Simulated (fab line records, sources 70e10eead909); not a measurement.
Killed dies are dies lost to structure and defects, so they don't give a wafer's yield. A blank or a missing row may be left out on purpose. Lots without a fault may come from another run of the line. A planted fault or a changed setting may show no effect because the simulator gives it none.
Which tool did it? | flow nand_harc | 14 lots, 42 wafers sampled, at 4 steps of a route of 1159

WHAT THE GAUGES READ, wafer by wafer
The record holds no reading of a measuring or inspecting step that can be judged against a usual standard deviation.

WHICH TOOL RAN EACH LOT (tool, then ch and the chambers of the sampled wafers, then the start)
lot  | NHARC_P_M1_PVD_21                       | NHARC_P_M1_CMP_23             | NHARC_P_M1_PRE_CLEAN_32         | NHARC_P_M2_ETCH_35
L848 | pvd_sputter-01, day 6 15:44 or earlier  | cmp-01 ch 2,3, day 6 15:44    | pecvd-03 ch 0,2, day 6 16:19    | rie_diel-06 ch 1,2,3, day 6 17:53
L850 | pvd_sputter-02, day 6 19:10 or earlier  | cmp-02 ch 0,1,2, day 6 19:10  | pecvd-02 ch 0,2, day 6 19:45    | rie_diel-06 ch 0,1,3, day 6 21:22
L851 | pvd_sputter-02, day 6 20:09 or earlier  | cmp-04 ch 0,1,3, day 6 20:09  | pecvd-03 ch 0,1, day 6 20:54    | rie_diel-08 ch 1,2,3, day 6 22:44
L849 | pvd_sputter-02, day 7 02:52 or earlier  | cmp-04 ch 0,1, day 7 02:52    | pecvd-03 ch 0,1,2, day 7 03:22  | rie_diel-06 ch 0,1,3, day 7 05:00
L852 | pvd_sputter-03, day 7 08:46 or earlier  | cmp-02 ch 0,1,2, day 7 08:46  | pecvd-03 ch 0,1,2, day 7 09:17  | rie_diel-06 ch 0,2,3, day 7 10:52
L856 | pvd_sputter-02, day 8 10:30 or earlier  | cmp-02 ch 1,2,3, day 8 10:30  | pecvd-03 ch 1,2, day 8 11:02    | rie_diel-06 ch 0,1,3, day 8 12:38
L857 | pvd_sputter-02, day 8 11:23 or earlier  | cmp-02 ch 1,2,3, day 8 11:23  | pecvd-01 ch 0,1,2, day 8 11:56  | rie_diel-06 ch 1,2,3, day 8 13:32
L862 | pvd_sputter-03, day 10 04:34 or earlier | cmp-04 ch 0,3, day 10 04:34   | pecvd-01 ch 0,1,2, day 10 05:08 | rie_diel-06 ch 0,3, day 10 06:41
L863 | pvd_sputter-03, day 10 05:48 or earlier | cmp-01 ch 0,2,3, day 10 05:48 | pecvd-01 ch 0,1,2, day 10 06:21 | rie_diel-08 ch 1,2, day 10 07:59
L866 | pvd_sputter-03, day 10 21:26 or earlier | cmp-04 ch 2,3, day 10 21:26   | pecvd-03 ch 1,2, day 10 22:06   | rie_diel-06 ch 0,1,2, day 10 23:40
L865 | pvd_sputter-01, day 10 21:56 or earlier | cmp-02 ch 0,2,3, day 10 21:56 | pecvd-03 ch 0,1,2, day 10 22:32 | rie_diel-06 ch 0,1,3, day 11 00:01
L867 | pvd_sputter-01, day 10 23:34 or earlier | cmp-02 ch 0,1,3, day 10 23:34 | pecvd-02 ch 0,1,2, day 11 00:08 | rie_diel-08 ch 0,1,3, day 11 01:37
L868 | pvd_sputter-02, day 11 06:49 or earlier | cmp-01 ch 0,3, day 11 06:49   | pecvd-03 ch 1,2, day 11 07:25   | rie_diel-10 ch 1,2,3, day 11 09:08
L870 | pvd_sputter-01, day 11 23:20 or earlier | cmp-02 ch 2,3, day 11 23:20   | pecvd-01 ch 0,1,2, day 11 23:50 | rie_diel-10 ch 0,1, day 12 01:25
- NHARC_P_M1_PVD_21: deposits Cu, target thk 30 nm, time 20.49 s.
- NHARC_P_M1_CMP_23: polishes, t overpolish 20 s, target thk 157.82 nm.
- NHARC_P_M1_PRE_CLEAN_32: time 12 s.
- NHARC_P_M2_ETCH_35: etches the open film in N2/H2, target depth 40 nm, overetch 12 nm, time 43.94 s.

WHAT THE TOOLS THEMSELVES READ (means of the sampled wafers that have a number; where no wafer has one, the mark that the record gives instead)
NHARC_P_M1_PVD_21.
lot  | tool           | cathode_dc_power_W (W) | throttle_valve_pct (%)
L848 | pvd_sputter-01 | 5000.7                 | 29.3
L850 | pvd_sputter-02 | 4999.8                 | 29.1
L851 | pvd_sputter-02 | 4999.9                 | 28.9
L849 | pvd_sputter-02 | 4999.5                 | 28.8
L852 | pvd_sputter-03 | 4999.8                 | 28.6
L856 | pvd_sputter-02 | 5000.2                 | 29.0
L857 | pvd_sputter-02 | 4999.3                 | 29.6
L862 | pvd_sputter-03 | 4999.6                 | 28.6
L863 | pvd_sputter-03 | 4999.6                 | 28.6
L866 | pvd_sputter-03 | 4999.5                 | 29.6
L865 | pvd_sputter-01 | 5001.1                 | 29.2
L867 | pvd_sputter-01 | 5000.8                 | 29.4
L868 | pvd_sputter-02 | 5000.0                 | 29.6
L870 | pvd_sputter-01 | 5000.6                 | 29.2

NHARC_P_M1_CMP_23.
lot  | tool   | motor_current_A (A) | time_to_endpoint_s (s)
L848 | cmp-01 | 11.9                | 30.4
L850 | cmp-02 | 11.4                | 26.1
L851 | cmp-04 | 11.3                | 30.1
L849 | cmp-04 | 10.8                | 26.7
L852 | cmp-02 | 11.6                | 25.8
L856 | cmp-02 | 11.3                | 24.8
L857 | cmp-02 | 11.4                | 25.6
L862 | cmp-04 | 10.0                | 28.0
L863 | cmp-01 | 12.1                | 26.0
L866 | cmp-04 | 11.4                | 28.2
L865 | cmp-02 | 11.4                | 27.8
L867 | cmp-02 | 10.3                | 29.8
L868 | cmp-01 | 11.5                | 27.9
L870 | cmp-02 | 11.5                | 26.0

NHARC_P_M1_PRE_CLEAN_32.
lot  | tool     | heater_power_outer_w (W) | heater_power_w (W)
L848 | pecvd-03 | 382                      | 650
L850 | pecvd-02 | 323                      | 552
L851 | pecvd-03 | 412                      | 668
L849 | pecvd-03 | 433                      | 715
L852 | pecvd-03 | 414                      | 690
L856 | pecvd-03 | 410                      | 691
L857 | pecvd-01 | 335                      | 623
L862 | pecvd-01 | 320                      | 593
L863 | pecvd-01 | 349                      | 641
L866 | pecvd-03 | 427                      | 729
L865 | pecvd-03 | 411                      | 699
L867 | pecvd-02 | 353                      | 595
L868 | pecvd-03 | 430                      | 720
L870 | pecvd-01 | 349                      | 632

NHARC_P_M2_ETCH_35.
lot  | tool        | bias_w (W) | chamber_pressure_mTorr (mTorr) | drypump_motor_current_A (A) | h2_flow_sccm (sccm) | n2_flow_sccm (sccm) | oes_product_au (a.u.) | rf_vpp_V (V) | showerhead_plenum_p_Torr (Torr) | throttle_valve_pct (%)
L848 | rie_diel-06 | 149.7      | 29.997                         | 5.8                         | 150.4               | 150.2               | 1.009                 | 429.7        | 2.03                            | 14.173
L850 | rie_diel-06 | 149.4      | 29.989                         | 5.8                         | 149.7               | 150.0               | 1.014                 | 429.8        | 2.00                            | 14.167
L851 | rie_diel-08 | 149.8      | 30.004                         | 6.0                         | 150.1               | 149.8               | 1.008                 | 430.4        | 2.04                            | 14.173
L849 | rie_diel-06 | 150.5      | 29.998                         | 5.8                         | 149.4               | 150.5               | 1.004                 | 429.0        | 2.00                            | 14.179
L852 | rie_diel-06 | 149.7      | 30.024                         | 5.6                         | 149.9               | 150.2               | 1.002                 | 430.1        | 2.02                            | 14.161
L856 | rie_diel-06 | -          | -                              | -                           | -                   | -                   | -                     | -            | -                               | -
L857 | rie_diel-06 | -          | -                              | -                           | -                   | -                   | -                     | -            | -                               | -
L862 | rie_diel-06 | 150.2      | 29.980                         | 5.5                         | 149.6               | 149.5               | 0.998                 | 428.6        | 1.97                            | 14.174
L863 | rie_diel-08 | 150.0      | 30.004                         | 6.0                         | 150.3               | 150.0               | 1.006                 | 428.8        | 1.99                            | 14.172
L866 | rie_diel-06 | 149.5      | 30.008                         | 5.9                         | 150.0               | 150.3               | 1.007                 | 430.8        | 2.05                            | 14.177
L865 | rie_diel-06 | 149.6      | 30.022                         | 5.8                         | 150.0               | 149.9               | 1.010                 | 429.8        | 2.00                            | 14.176
L867 | rie_diel-08 | 150.1      | 30.020                         | 5.9                         | 150.0               | 150.0               | 1.007                 | 432.0        | 2.08                            | 14.176
L868 | rie_diel-10 | 149.8      | 29.957                         | 5.4                         | 149.7               | 149.9               | 0.997                 | 430.4        | 2.03                            | 14.176
L870 | rie_diel-10 | 150.1      | 29.998                         | 5.6                         | 149.8               | 150.4               | 0.995                 | 429.1        | 2.00                            | 14.167

THE ANSWER, worked out from the rows above alone
Rule: what is usual is taken from the lots themselves. Put in order of their means at a reading, lots are off if they are a third of the lots or fewer, leave a main group of 4 or more, and stand apart from it by a gap of 3 or more times the standard deviation of the main group's means; of several such gaps the widest counts. A main group whose means are all the same, to the digits that the tables above print for the reading, isn't used. A lot without any number at a reading at which 4 lots or more have one is off too. The other lots that the step has rows for count as sound. The gauges are gone through in route order, then the tools' own readings, and for those a lot's mean is taken as printed above. The first step at which some lot is off is used, and at that step the reading that is off furthest; a lot without a number counts as furthest.
Off: L856, L857, at NHARC_P_M2_ETCH_35 (bias_w). Without a number there: L856, L857. The main group: mean 149.9 W, standard deviation 0.31.
A tool fits if, at that step or a process step before it, it ran every lot that is off, and no sound lot after the first of them. NHARC_P_M1_PVD_21 gives no start for some lots, so the hours and the order of its lots are those of NHARC_P_M1_CMP_23. None of those tried fits.

WHAT THE SIMULATOR HAD PUT IN
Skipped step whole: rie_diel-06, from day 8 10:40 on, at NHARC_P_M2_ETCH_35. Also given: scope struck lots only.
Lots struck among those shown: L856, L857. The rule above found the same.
